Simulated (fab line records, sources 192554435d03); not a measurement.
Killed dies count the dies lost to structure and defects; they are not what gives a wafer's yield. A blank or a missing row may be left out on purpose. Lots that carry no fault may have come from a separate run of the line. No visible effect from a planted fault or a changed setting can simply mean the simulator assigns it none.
What tool caused it?	flow n5Finfet	9 lots with 27 wafers sampled at 8 steps, on a route of 1938 steps

== WHAT THE GAUGES SHOWED, per wafer ==
N5_BEOL_M0_INSPECT_127: inspects for defects (darkfield).
lot	measured	on	rawDefectCount
L870	day 7 14:20	defectInspect-02	43 47 51
L871	day 7 17:35	defectInspect-02	45 40 35
L872	day 7 19:50	defectInspect-02	112 63 128
L873	day 7 22:00	defectInspect-01	66 47 76
L878	day 9 10:46	defectInspect-02	406 361 333
L881	day 10 00:07	defectInspect-02	362 404 325
L884	day 10 18:02	defectInspect-01	49 54 78
L885	day 10 20:30	defectInspect-02	69 35 51
L888	day 12 00:22	defectInspect-02	43 54 40

N5_BEOL_M1_INSPECT_13: inspects for defects (brightfield).
lot	measured	on	rawDefectCount
L870	day 7 15:32	defectInspect-02	291 409 332
L871	day 7 19:02	defectInspect-02	216 253 326
L872	day 7 22:07	defectInspect-01	391 280 505
L873	day 8 00:58	defectInspect-01	335 332 393
L878	day 9 13:23	defectInspect-02	643 565 647
L881	day 10 01:11	defectInspect-02	635 696 599
L884	day 10 19:16	defectInspect-01	342 403 301
L885	day 11 00:05	defectInspect-02	403 410 348
L888	day 12 02:50	defectInspect-01	370 439 450

N5_BEOL_M1_INSPECT_30: inspects for defects (brightfield).
lot	measured	on	rawDefectCount
L870	day 7 16:39	defectInspect-01	294 416 345
L871	day 7 20:00	defectInspect-01	234 275 343
L872	day 7 22:59	defectInspect-02	414 284 470
L873	day 8 01:53	defectInspect-02	339 340 366
L878	day 9 14:30	defectInspect-01	659 583 661
L881	day 10 02:13	defectInspect-01	640 734 599
L884	day 10 20:08	defectInspect-02	314 363 288
L885	day 11 01:05	defectInspect-01	466 427 374
L888	day 12 04:04	defectInspect-01	370 450 430

N5_BEOL_M4_RC_MEAS_101.
lot	measured	on	DIBL_N (mV/V)	DIBL_P (mV/V)	IOFF_N (nA/um)	IOFF_P (nA/um)	ION_N (uA/um)	ION_P (uA/um)	SS_N (mV/dec)	SS_P (mV/dec)	VT_N (mV)	VT_P (mV)
L870	day 10 15:43	prober-01	38.0 38.9 37.6	38.8 39.3 37.4	0.20 0.21 0.17	0.24 0.25 0.22	697 705 679	470 468 458	72.1 71.5 71.4	74.1 74.0 74.1	246 246 249	-249.7 -250.0 -252.2
L871	day 10 13:41	prober-01	35.2 39.7 40.4	34.4 39.6 41.0	0.14 0.22 0.24	0.19 0.26 0.30	678 673 703	469 460 474	71.7 72.0 71.7	72.3 74.2 74.4	249 247 242	-249.9 -245.4 -245.9
L872	day 10 01:01	prober-02	35.5 34.6 39.3	37.0 35.8 42.0	0.17 0.15 0.28	0.27 0.24 0.38	689 687 708	478 480 488	71.1 71.0 72.2	73.5 72.2 73.6	246 249 238	-243.1 -246.4 -240.6
L873	day 10 10:07	prober-02	36.3 34.8 38.2	36.3 34.0 39.1	0.14 0.12 0.18	0.18 0.15 0.22	665 664 693	455 455 465	71.3 71.0 70.9	73.1 72.9 74.1	252 256 249	-255.5 -258.4 -252.0
L878	day 11 23:54	prober-01	37.1 38.7 38.9	35.6 37.7 38.3	0.15 0.19 0.18	0.21 0.25 0.27	672 687 679	465 471 467	72.3 72.5 72.9	73.7 73.8 73.5	253 250 250	-248.6 -247.8 -247.4
L881	day 12 03:20	prober-01	36.0 35.6 37.9	35.1 34.4 37.3	0.14 0.13 0.18	0.21 0.20 0.24	665 664 685	461 459 462	70.5 71.0 71.1	71.8 72.4 73.0	251 253 249	-251.0 -252.6 -247.0
L884	day 12 20:28	prober-01	38.0 38.1 37.2	37.9 39.2 37.7	0.18 0.18 0.17	0.22 0.24 0.21	666 680 685	456 475 466	71.7 72.4 71.8	74.5 73.8 73.5	249 248 246	-250.5 -251.5 -250.0
L885	day 13 12:35	prober-02	33.1 34.5 35.5	33.0 34.4 35.7	0.12 0.14 0.16	0.19 0.21 0.23	661 685 669	466 470 469	70.7 70.8 70.9	71.9 73.4 72.7	255 251 248	-247.7 -247.6 -248.0
L888	day 14 01:23	prober-01	34.1 34.1 38.3	35.5 34.8 40.8	0.14 0.14 0.23	0.20 0.19 0.31	680 661 698	469 457 477	71.8 71.4 71.7	72.6 72.4 73.5	250 249 245	-250.0 -249.1 -246.5

== TOOL THAT RAN EACH LOT (tool first, then ch and the chambers of the sampled wafers, then the start) ==
lot	N5_BEOL_M0_SPUTTER_132	N5_BEOL_M0_PRE_CLEAN_131	N5_BEOL_M0_CO_CAP_123	N5_BEOL_M0_PRE_CLEAN_124
L870	pvdSputter-02, day 7 12:59	cvdCo-02 ch 0,1, day 7 14:04	cvdCo-02 ch 0,1, day 7 14:06	pecvd-02 ch 1,2, day 7 14:11
L871	pvdSputter-03, day 7 16:16	cvdCo-02 ch 1,2, day 7 17:20	cvdCo-02 ch 1,2, day 7 17:22	pecvd-03 ch 0,1, day 7 17:28
L872	pvdSputter-01, day 7 18:29	cvdCo-02 ch 0,1, day 7 19:35	cvdCo-02 ch 0,1, day 7 19:37	pecvd-03 ch 0,2, day 7 19:43
L873	pvdSputter-02, day 7 20:37	cvdCo-02 ch 0,1,2, day 7 21:45	cvdCo-02 ch 0,1,2, day 7 21:47	pecvd-01 ch 0,1, day 7 21:53
L878	pvdSputter-01, day 9 09:13	cvdCo-02 ch 1,2, day 9 10:31	cvdCo-02 ch 1,2, day 9 10:34	pecvd-02 ch 0,1,2, day 9 10:39
L881	pvdSputter-02, day 9 22:06	cvdCo-01 ch 1,2, day 9 23:48	cvdCo-01 ch 1,2, day 9 23:52	pecvd-02 ch 0,2, day 9 23:59
L884	pvdSputter-01, day 10 14:48	cvdCo-01 ch 0,1, day 10 17:46	cvdCo-01 ch 0,1, day 10 17:48	pecvd-03 ch 0,1,2, day 10 17:54
L885	pvdSputter-03, day 10 19:08	cvdCo-01 ch 0,1, day 10 20:15	cvdCo-01 ch 0,1, day 10 20:17	pecvd-03 ch 0,1,2, day 10 20:23
L888	pvdSputter-03, day 11 22:59	cvdCo-02 ch 0,1,2, day 12 00:08	cvdCo-02 ch 0,1,2, day 12 00:12	pecvd-03 ch 0,1,2, day 12 00:16
- N5_BEOL_M0_SPUTTER_132: material Cu, target thk 4 nm, time 7.37 s.
- N5_BEOL_M0_PRE_CLEAN_131: time 15 s.
- N5_BEOL_M0_CO_CAP_123: material Co, precursor CCTBA/H2, target thk 2 nm, time 102.1 s.
- N5_BEOL_M0_PRE_CLEAN_124: time 15 s.

== AS READ BY THE TOOLS THEMSELVES (means over the sampled wafers that have a number; for cases with no such wafer, the mark the record gives instead) ==
N5_BEOL_M0_SPUTTER_132.
lot	tool	chuckSensorTempC (C)	throttleValvePct (%)
L870	pvdSputter-02	-16.0	30.3
L871	pvdSputter-03	-16.4	30.2
L872	pvdSputter-01	-16.4	30.3
L873	pvdSputter-02	-15.8	28.7
L878	pvdSputter-01	-16.4	30.1
L881	pvdSputter-02	-15.9	29.1
L884	pvdSputter-01	-16.1	30.1
L885	pvdSputter-03	-16.3	29.6
L888	pvdSputter-03	-15.9	30.0

N5_BEOL_M0_PRE_CLEAN_131.
lot	tool	heaterPowerW (W)
L870	cvdCo-02	77
L871	cvdCo-02	88
L872	cvdCo-02	79
L873	cvdCo-02	83
L878	cvdCo-02	88
L881	cvdCo-01	87
L884	cvdCo-01	98
L885	cvdCo-01	98
L888	cvdCo-02	84

N5_BEOL_M0_CO_CAP_123.
lot	tool	heaterPowerW (W)
L870	cvdCo-02	226
L871	cvdCo-02	237
L872	cvdCo-02	227
L873	cvdCo-02	233
L878	cvdCo-02	240
L881	cvdCo-01	239
L884	cvdCo-01	249
L885	cvdCo-01	252
L888	cvdCo-02	237

== THE ANSWER, worked out from the rows above alone ==
Rule: the usual values come from the lots themselves. Put in order of their means at a reading, lots are off if they are a third of the lots or fewer, leave a main group of 4 or more, and stand apart from it by a gap of 3 or more times the standard deviation of the main group's means; of several such gaps the widest counts. A main group is skipped when, at the precision printed for the reading in the tables above, its means are all equal. Also off: a lot with no number at a reading for which 4 or more lots have one. The other lots that the step has rows for count as sound. Order of review: gauges by route order, followed by the tools' own readings, for which a lot's mean as printed above is used. At the first step where some lot is off, the reading lying furthest off is the one used; lots without a number count as furthest.
Off: L878, L881, at N5_BEOL_M0_INSPECT_127 (rawDefectCount). The main group has a mean of 58 with a standard deviation of 19.
If a tool, at a process step before that reading, ran all the lots that are off and no sound lot after the first of them, it fits. Not tried: the gauges at N5_BEOL_M0_INSPECT_127; whatever is off there is also off at N5_BEOL_M1_INSPECT_30, on other tools, and gauge error can't account for it. One fits: pecvd-02 at N5_BEOL_M0_PRE_CLEAN_124. A fault onset in the window from L870 (day 7 14:11, its last sound lot) to L878 (day 9 10:39, its first lot off) fits.

== WHAT THE SIMULATOR HAD PUT IN ==
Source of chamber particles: pecvd-02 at N5_BEOL_M0_PRE_CLEAN_124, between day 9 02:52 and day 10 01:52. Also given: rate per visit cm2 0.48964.
Struck lots among those shown: L878, L881. This agrees with what the rule above found.
